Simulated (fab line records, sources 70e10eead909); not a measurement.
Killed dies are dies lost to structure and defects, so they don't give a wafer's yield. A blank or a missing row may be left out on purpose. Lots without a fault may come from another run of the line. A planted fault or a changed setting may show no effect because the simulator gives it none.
fab line records | flow nand_harc
record lots=13 wafers=37 last_day=25
route steps=1159 shown A_SLIT@795 A_WL_FILL@810 END@1159
lots that met no fault: from a run of the same line without faults
start_h: hours from the record's first day to the start of the lot's first wafer shown | wait_h: hours since the lot's step before | " the same as in the row above | L1.1+2: a row that stands for several wafers | - no value, or no start given | * or withheld: withheld | < > ~ a bound
route shown NAME@n: a module of which the file shows steps, and the number in the route of the first | usual: mean/standard deviation of fault-free wafers | same: alike in all rows | chamber/n: place in a boat | sites: the reading at each site | _std_site: their standard deviation | _edge_site: outer sites' mean less inner sites' | radius_mm: how far each site lies from the wafer's centre | mask NAME#n: copy n | behind: the tool/chamber that last shaped the wafer | hold: why the lot was held/for how many hours/how that ended | device: the transistor (n, p or np) that didn't switch | end of line: the same wafers' tests at the end of the route | a step without rows: its recipe alone | killed: dies lost to structure and defects at the first sort, not the wafer's yield | map: a wafer's dies, x killed, . not, _ none there
set.NAME: the setting as run; set.NAME@STEP: as run at that earlier step | model.NAME: the simulator's own value behind a step, which no gauge read
steps of the route over a sample of lots; a table a step, a row a wafer
services: from which hour (start_h, from the record's first day; less than 0 if before it) a tool's chamber was out of use, for how many hours, and why
## steps
# step NHARC_A_SLIT_ETCH_15
# recipe target_depth_a=32000 over_etch_frac=0.3 time_s=832 ion_energy_ev=150 o2_flow_sccm=400 cos_flow_sccm=20 ar_flow_sccm=0 rf_w=500 bias_w=300 chemistry=O2/COS
# usual drypump_motor_current_A=5.5/0.38 oes_product_au=1.004/0.0095 rf_vpp_V=314.3/1.6 showerhead_plenum_p_Torr=3.13/0.094 throttle_valve_pct=28.331/0.0095
# same over_etch_frac=0.3
# columns lot.wafer tool chamber start_h wait_h drypump_motor_current_A oes_product_au rf_hours_counter_h rf_vpp_V showerhead_plenum_p_Torr throttle_valve_pct
L155.4 rie_diel-13 0 - - 5.7 1.015 2 316.2 3.23 28.336
L155.3 " 1 " " 5.9 1.009 2 313.9 3.12 28.327
L155.5 " 3 " " 5.8 1.014 - 314.7 3.19 28.324
L158.1 rie_diel-05 3 - - 5.8 1.027 10 313.4 3.12 28.348
L158.2 " 0 " " 5.8 1.009 10 314.5 3.14 28.338
L158.6 " 0 " " 5.8 1.018 - 315.1 3.14 28.334
L161.3 rie_diel-13 0 - - 5.7 1.015 6 316.3 3.23 28.309
L161.4 " 2 " " 4.9 1.003 4 312.0 3.01 28.333
L161.5 " 0 " " 5.7 1.008 - 316.0 3.23 28.329
L162.5 rie_diel-03 3 - - 4.8 0.993 - 311.9 3.03 28.338
L162.6 " 0 " " 5.2 1.005 - 314.7 3.12 28.319
L162.4 " 1 " " 5.9 0.983 - 316.6 3.28 28.344
L159.4 rie_diel-05 2 - - 5.4 1.014 0 315.9 3.17 28.322
L159.3 " 0 " " 5.8 1.001 0 313.3 3.14 28.321
L159.6 " 1 " " 5.1 1.001 - 314.7 3.20 28.334
L164.2 rie_diel-13 0 - - 5.7 1.008 6 316.6 3.23 28.338
L164.3 " 1 " " 5.9 1.007 7 315.3 3.12 28.332
L164.5 " 0 " " 5.7 1.007 - 314.5 3.23 28.323
L165.4 rie_diel-03 3 - - 4.8 1.008 13 313.3 3.02 28.332
L165.1 " 0 " " 5.2 1.008 13 313.8 3.11 28.333
L165.5 " 3 " " 4.8 1.005 - 313.0 3.02 28.329
L168.2 rie_diel-05 0 - - 5.8 1.002 3 314.6 3.14 28.313
L168.4 " 1 " " 5.1 1.007 3 315.0 3.19 28.334
L168.5 " 3 " " 5.8 1.013 - 314.6 3.12 28.319
L170.3 rie_diel-13 1 - - 5.9 1.006 11 313.9 3.12 28.331
L170.4 " 3 " " 5.8 1.006 9 315.7 3.18 28.343
L172.3 rie_diel-13 0 - - 5.7 1.005 12 316.9 3.23 28.324
L172.2 " 1 " " 5.9 0.999 13 314.6 3.12 28.334
L176.1 rie_diel-05 1 - - 5.1 1.023 6 313.9 3.19 28.353
L176.4 " 2 " " 5.4 1.014 6 315.7 3.16 28.325
L176.2 " 0 " " 5.8 1.013 5 313.8 3.14 28.329
L178.1 rie_diel-03 2 - - 5.4 1.008 3 311.4 2.91 28.348
L178.4 " 0 " " 5.2 0.990 4 313.2 3.11 28.335
L178.6 " 3 " " 4.8 0.987 - 312.7 3.02 28.326
L177.1 rie_diel-05 3 - - 5.8 1.011 6 313.0 3.12 28.340
L177.3 " 0 " " 5.8 1.015 6 316.1 3.14 28.320
L177.5 " 2 " " 5.5 1.012 - 315.3 3.16 28.344
# step NHARC_A_SLIT_ETCH_26
# recipe bias_v=400 source_w=2000 pressure_mtorr=25 time_s=90 ar_flow_sccm=375 c4f8_flow_sccm=41.7 o2_flow_sccm=83.3 target_depth_a=4000 chemistry=C4F8/O2/Ar
# usual drypump_motor_current_A=5.7/0.35 showerhead_plenum_p_Torr=3.77/0.14 throttle_valve_pct=27.619/0.0098
# columns lot.wafer tool chamber start_h wait_h drypump_motor_current_A rf_hours_counter_h showerhead_plenum_p_Torr throttle_valve_pct
L155.4 har_etch-02 0 319.41 0.8 5.4 - 3.60 27.620
L155.3 " 1 " " 5.8 - 3.78 27.614
L155.5 " 0 " " 5.4 - 3.59 27.607
L158.2 har_etch-01 1 330.57 1.2 6.2 7 3.98 27.624
L158.1 " 0 " " 5.3 7 3.82 27.609
L158.6 " 0 " " 5.3 - 3.82 27.611
L161.3 har_etch-02 0 359.06 0.8 5.5 - 3.59 27.609
L161.4 " 1 " " 5.8 - 3.77 27.618
L161.5 " 0 " " 5.5 - 3.59 27.605
L162.4 har_etch-01 0 360.69 0.8 5.3 - 3.81 27.622
L162.5 " 0 " " 5.3 - 3.81 27.631
L162.6 " 1 " " 6.2 - 3.97 27.611
L159.3 har_etch-02 0 360.74 0.8 5.5 - 3.59 27.617
L159.4 " 1 " " 5.8 - 3.77 27.611
L159.6 " 1 " " 5.8 - 3.77 27.607
L164.2 har_etch-01 1 371.32 1.0 6.2 23 3.97 27.635
L164.3 " 1 " " 6.2 - 3.97 27.612
L164.5 " 0 " " 5.3 - 3.81 27.610
L165.1 har_etch-01 0 390.21 1.0 5.3 32 3.81 27.635
L165.4 " 0 " " 5.3 - 3.81 27.636
L165.5 " 0 " " 5.3 - 3.81 27.630
L168.2 har_etch-01 1 399.49 1.3 6.2 39 3.96 27.613
L168.4 " 1 " " 6.2 - 3.96 27.611
L168.5 " 1 " " 6.2 - 3.96 27.627
L170.3 har_etch-02 0 412.80 0.8 5.5 - 3.57 27.622
L170.4 " 1 " " 5.8 - 3.76 27.618
L172.2 har_etch-02 0 430.26 1.2 5.5 206 3.57 27.620
L172.3 " 1 " " 5.8 - 3.76 27.620
L176.2 har_etch-01 1 448.02 1.2 6.2 59 3.95 27.619
L176.1 " 0 " " 5.3 59 3.79 27.626
L176.4 " 1 " " 6.2 - 3.95 27.617
L178.1 har_etch-01 1 455.69 1.0 6.3 61 3.95 27.612
L178.4 " 0 " " 5.3 - 3.79 27.627
L178.6 " 0 " " 5.3 - 3.79 27.608
L177.1 har_etch-02 0 463.60 1.2 5.5 225 3.56 27.631
L177.3 " 0 " " 5.4 - 3.56 27.616
L177.5 " 1 " " 5.8 - 3.75 27.626
# step NHARC_A_WL_FILL_RTA_01
# recipe temp_c=1000 time_s=5
# usual lamp_power_pct=28.7/1.4 lamp_zone_3_pct=28.7/1.4 wafer_temp_C_max=1006.4/1.5
# columns lot.wafer tool chamber start_h wait_h lamp_power_pct lamp_zone_3_pct wafer_temp_C_max
L155.3 rtp_anneal-02 0 332.25 - 27.3 27.3 1005.4
L155.4 " 0 " " 27.3 27.3 1004.1
L155.5 " 0 " " 27.3 27.3 1005.3
L158.1 rtp_anneal-02 0 338.60 - 27.3 27.3 1006.3
L158.2 " 0 " " 27.4 27.3 1004.3
L158.6 " 0 " " 27.3 27.3 1003.9
L161.3 rtp_anneal-02 0 368.26 - 27.3 27.3 1004.6
L161.4 " 0 " " 27.3 27.2 1005.6
L161.5 " 0 " " 27.3 27.3 1005.2
L162.4 rtp_anneal-02 0 368.46 - 27.3 27.3 1004.9
L162.5 " 0 " " 27.3 27.3 1007.7
L162.6 " 0 " " 27.3 27.3 1005.8
L159.3 rtp_anneal-01 0 368.70 - 30.1 30.1 1006.4
L159.4 " 0 " " 30.1 30.0 1006.6
L159.6 " 0 " " 30.1 30.1 1008.3
L164.2 rtp_anneal-01 0 379.53 - 30.1 30.0 1009.2
L164.3 " 0 " " 30.0 30.0 1004.0
L164.5 " 0 " " 30.0 30.0 1008.0
L165.1 rtp_anneal-01 0 399.54 - 30.0 30.0 1006.7
L165.4 " 0 " " 30.0 30.1 1007.2
L165.5 " 0 " " 30.0 30.0 1009.3
L168.2 rtp_anneal-02 0 408.52 - 27.3 27.3 1005.1
L168.4 " 0 " " 27.3 27.3 1004.4
L168.5 " 0 " " 27.4 27.3 1005.2
L170.3 rtp_anneal-01 0 423.36 - 30.1 30.0 1007.0
L170.4 " 0 " " 30.0 30.0 1006.7
L172.2 rtp_anneal-01 0 437.78 - 30.0 30.0 1007.5
L172.3 " 0 " " 30.0 30.0 1005.5
L176.1 rtp_anneal-01 0 457.21 - 30.1 30.0 1006.4
L176.2 " 0 " " 30.0 30.1 1008.2
L176.4 " 0 " " 30.0 30.1 1008.3
L178.1 rtp_anneal-01 0 464.81 - 30.0 30.0 1008.5
L178.4 " 0 " " 30.1 30.1 1007.9
L178.6 " 0 " " 30.0 30.0 1007.3
L177.1 rtp_anneal-02 0 472.88 - 27.3 27.3 1004.7
L177.3 " 0 " " 27.3 27.4 1005.6
L177.5 " 0 " " 27.3 27.3 1005.1
# step NHARC_A_WL_FILL_ALD_02
# recipe target_thk_a=20 pulse_time_s=3 ald_cycles=100 temp_c=450 material=TiN
# usual ald_cycles=100/0 heater_power_w=1017/110 precursor_pulse_height_rel=1.001/0.021
# columns lot.wafer tool chamber start_h wait_h ald_cycles heater_power_w precursor_pulse_height_rel
L155.3 ald_metal-04 2 332.41 0.1 100 1094 0.988
L155.4 " 1 " " 100 1168 1.014
L155.5 " 3 " " 100 1161 1.003
L158.1 ald_metal-04 1 338.82 0.2 100 1181 1.030
L158.2 " 3 " " 100 1240 0.973
L158.6 " 2 " " 100 1111 1.000
L161.4 ald_metal-01 1 368.42 0.1 100 959 0.999
L161.3 " 3 " " 100 903 0.995
L161.5 " 2 " " 100 979 0.995
L162.4 ald_metal-04 3 368.59 0.1 100 1206 0.969
L162.6 " 3 " " 100 1185 1.015
L162.5 " 0 " " 100 973 1.016
L159.3 ald_metal-01 1 368.90 0.2 100 924 1.009
L159.4 " 2 " " 100 999 1.015
L159.6 " 1 " " 100 957 0.992
L164.2 ald_metal-02 0 379.72 0.2 100 983 0.988
L164.3 " 1 " " 100 1167 0.982
L164.5 " 0 " " 100 992 0.985
L165.1 ald_metal-02 2 399.79 0.2 100 1028 0.973
L165.4 " 3 " " 100 828 0.993
L165.5 " 2 " " 100 1031 1.015
L168.2 ald_metal-01 3 408.80 0.3 100 866 1.026
L168.5 " 1 " " 100 943 1.016
L168.4 " 3 " " 51 897 0.991
L170.3 ald_metal-01 2 423.57 0.2 51 993 1.008
L170.4 " 2 " " 51 956 1.001
L172.2 ald_metal-01 2 438.04 0.2 100 990 0.969
L172.3 " 2 " " 51 996 0.978
L176.1 ald_metal-02 2 457.42 0.2 100 1025 1.020
L176.2 " 0 " " 100 953 0.953
L176.4 " 1 " " 100 1171 1.033
L178.1 ald_metal-02 1 465.06 0.2 100 1184 0.987
L178.4 " 2 " " 100 1001 0.974
L178.6 " 0 " " 100 964 0.991
L177.1 ald_metal-02 1 473.14 0.2 100 1179 1.008
L177.3 " 3 " " 100 808 1.004
L177.5 " 1 " " 100 1181 1.005
# step NHARC_END_SORT_01
# recipe temp_c=25
# usual killed_at_array=27/11 killed_at_other=0.7/1.1 killed_at_periphery=3.4/2.1 killed_dies=31/12 killed_open=3.6/2 killed_short=2.0/1.3
# same gross_dies=677
# columns lot.wafer tool chamber start_h wait_h killed_at_array killed_at_other killed_at_periphery killed_dies killed_open killed_short
L168.2 prober-01 0 507.00 2.8 36 0 4 40 6 4
L168.4 prober-01 0 508.59 3.4 670 0 7 677 2 4
L168.5 prober-01 0 509.38 3.7 36 0 5 41 6 0
L170.3 prober-01 0 534.22 3.1 672 1 4 677 5 1
L170.4 prober-01 0 535.02 3.4 670 2 5 677 0 3
L172.2 prober-01 0 555.06 2.8 50 3 7 60 3 2
L172.3 prober-01 0 555.86 3.1 668 1 8 677 7 1
# killed by level:class
L168.2 A_CHANNEL_HOLE_D1:chamber_film_flake=20 A_CONTACT:chamber_film_flake=5 A_CONTACT:geometric_particle:open=2 A_CONTACT:geometric_particle:short=2 P_M1:chamber_film_flake=2 P_M0:geometric_particle:open=1 A_SOURCE_PLATE:geometric_particle:short=1 A_CHANNEL_FILL_D1:geometric_particle:open=1
L168.4 A_WL_FILL:area_ald=632 A_CHANNEL_HOLE_D1:chamber_film_flake=23 A_CONTACT:chamber_film_flake=7 P_M1:chamber_film_flake=4 A_WL_FILL:geometric_particle:short=3 A_WL_FILL:chamber_film_flake=3 P_M1:geometric_particle:open=1 A_CHANNEL_FILL_D1:geometric_particle:short=1
L168.5 A_CHANNEL_HOLE_D1:chamber_film_flake=26 A_CONTACT:chamber_film_flake=4 A_WL_FILL:geometric_particle:open=2 A_BLC:geometric_particle:open=2 P_GATE:chamber_film_flake=2 P_M1:chamber_film_flake=2 P_CONTACT:geometric_particle:open=1 A_CHANNEL_FILL_D1:geometric_particle:open=1
L170.3 A_WL_FILL:area_ald=649 A_SLIT:chamber_film_flake=8 A_CHANNEL_HOLE_D1:chamber_film_flake=5 P_STI:chamber_film_flake=3 A_CONTACT:chamber_film_flake=3 A_STAIRCASE:chamber_film_flake=2 A_ONON_D1:geometric_particle:open=1 A_STAIRCASE:geometric_particle:open=1
L170.4 A_WL_FILL:area_ald=647 A_SLIT:chamber_film_flake=15 A_CHANNEL_HOLE_D1:chamber_film_flake=5 P_STI:chamber_film_flake=3 THIN_TSV:chamber_film_flake=2 P_GATE:geometric_particle:short=1 A_SOURCE_PLATE:geometric_particle:short=1 A_SGD_CUT:geometric_particle:short=1
L172.2 A_CHANNEL_HOLE_D1:chamber_film_flake=24 A_SLIT:chamber_film_flake=8 A_CONTACT:chamber_film_flake=8 A_STAIRCASE:chamber_film_flake=7 P_ZERO_WELL:chamber_film_flake=4 THIN_TSV:chamber_film_flake=3 A_WL_FILL:geometric_particle:open=2 P_M0:geometric_particle:short=1
L172.3 A_WL_FILL:area_ald=620 A_CHANNEL_HOLE_D1:chamber_film_flake=19 A_SLIT:chamber_film_flake=13 A_STAIRCASE:chamber_film_flake=5 P_ZERO_WELL:chamber_film_flake=4 A_CONTACT:chamber_film_flake=4 A_BLC:geometric_particle:open=3 P_STI:chamber_film_flake=2
## services
# columns tool chamber start_h hours kind
rie_diel-03 3 297.26 2.5 repair
rtp_anneal-02 - 300.23 12.0 pm
har_etch-01 - 305.00 17.0 pm
ald_metal-04 - 322.43 2.0 repair
rie_diel-13 2 326.70 8.3 repair
har_etch-02 - 335.27 10.6 repair
rie_diel-05 - 340.60 9.0 pm
rie_diel-03 2 352.46 2.9 repair
ald_metal-02 - 364.00 10.0 pm
ald_metal-01 0 384.01 25.9 repair
rie_diel-03 - 392.70 9.0 pm
ald_metal-01 3 401.34 6.4 repair
ald_metal-04 - 406.00 10.0 pm
rie_diel-13 3 420.67 5.7 repair
ald_metal-01 1 422.65 23.8 repair
rie_diel-05 3 426.92 13.5 repair
rie_diel-13 - 427.85 0.7 repair
ald_metal-01 3 431.78 16.2 repair
rie_diel-03 - 433.20 1.1 repair
rie_diel-05 - 450.09 0.2 repair
rie_diel-13 - 453.00 9.0 pm
rie_diel-03 3 455.16 4.6 repair
ald_metal-01 - 458.00 10.0 pm
rie_diel-03 2 472.52 9.0 repair
## key
first_sign step=NHARC_A_WL_FILL_ALD_02 reading=ald_cycles direction=down sigmas=99+ usual=100 struck=51
effect step=NHARC_END_SORT_01 reading=killed_at_array direction=up sigmas=57 usual=27 struck=670
more_kills_born_at NHARC_A_WL_FILL_ALD_02@ald_metal-01=2548
met_at NHARC_A_WL_FILL_ALD_02
struck_lots L168,L170,L172
struck_wafers L168.4,L170.3,L170.4,L172.3
later_rows_left_out L168.4,L170.3,L170.4,L172.3
tester_left_out L168,L170,L172
not_acting_at NHARC_A_SLIT_ETCH_15,NHARC_A_SLIT_ETCH_26,NHARC_A_WL_FILL_RTA_01
onset_between 368.90 408.80
fault kind=process_parameter_drift tool=ald_metal-01 chamber=- onset_h=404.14 steps=NHARC_A_WL_FILL_ALD_02 channel=ald_cycles offset=-49 shape=step end_h=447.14 scope=struck_wafers_only acts_in=these_recipes_only stated=100
# tester_left_out: of these lots the tester's yield and bins aren't shown, on N5 and GAA mostly nor the transistor test; their killed dies are dies lost to structure and defects alone, not to doping, threshold or leakage, so they don't give the yield
# later_rows_left_out: the simulator's readings of these wafers behind a module that went badly wrong aren't trusted and aren't shown, but for the sort
